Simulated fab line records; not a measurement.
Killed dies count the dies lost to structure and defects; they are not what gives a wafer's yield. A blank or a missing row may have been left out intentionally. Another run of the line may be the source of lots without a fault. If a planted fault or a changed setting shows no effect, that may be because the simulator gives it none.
Matching of chambers	flow n5_finfet	rie_diel-03 running N5_BEOL_M3_ETCH_64: 4 sister chambers
The step etches SOC in N2/H2, target depth 75 nm, overetch 15 nm, time 112.5 s. 4 wafers are shown with their chamber, then 7 later ones without.

== EACH WAFER AND ITS CHAMBER ==
wafer	chamber	throttle_valve_pct (%)
L078.1	0	17.99
L078.3	2	17.49
L080.2	3	18.04
L080.3	1	17.88

== WAFERS WHOSE CHAMBER IS MISSING ==
wafer	throttle_valve_pct (%)
L080.6	17.99
L093.3	18.04
L093.4	18.08
L093.6	17.91
L097.1	17.56
L097.2	18.04
L097.5	17.91

== THE CHAMBER EACH PASSED THROUGH ==
wafer	from the rows above	in truth
L080.6	can't be placed: 0 or 3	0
L093.3	can't be placed: 3 or 0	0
L093.4	can't be placed: 3 or 0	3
L093.6	can't be placed: 1 or 0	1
L097.1	2	2
L097.2	can't be placed: 3 or 0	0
L097.5	can't be placed: 1 or 0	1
Correct placement for 1 of the 7. Not placeable from these rows: 6 (in 6, the candidates include the true chamber). Wrongly placed: 0.
How it was worked out, from the rows above alone: a wafer's distance from a chamber is the root of the sum, over the readings, of the square of ((its reading less the chamber's mean) divided by the reading's scatter). The wafer belongs to the nearest chamber; if the next one is less than 2 further off, it can't be placed. For every chamber, the mean is computed from those of its wafers that are shown. The scatter: root of mean squared gap, hidden wafer to nearest shown wafer, with one shown wafer a chamber.
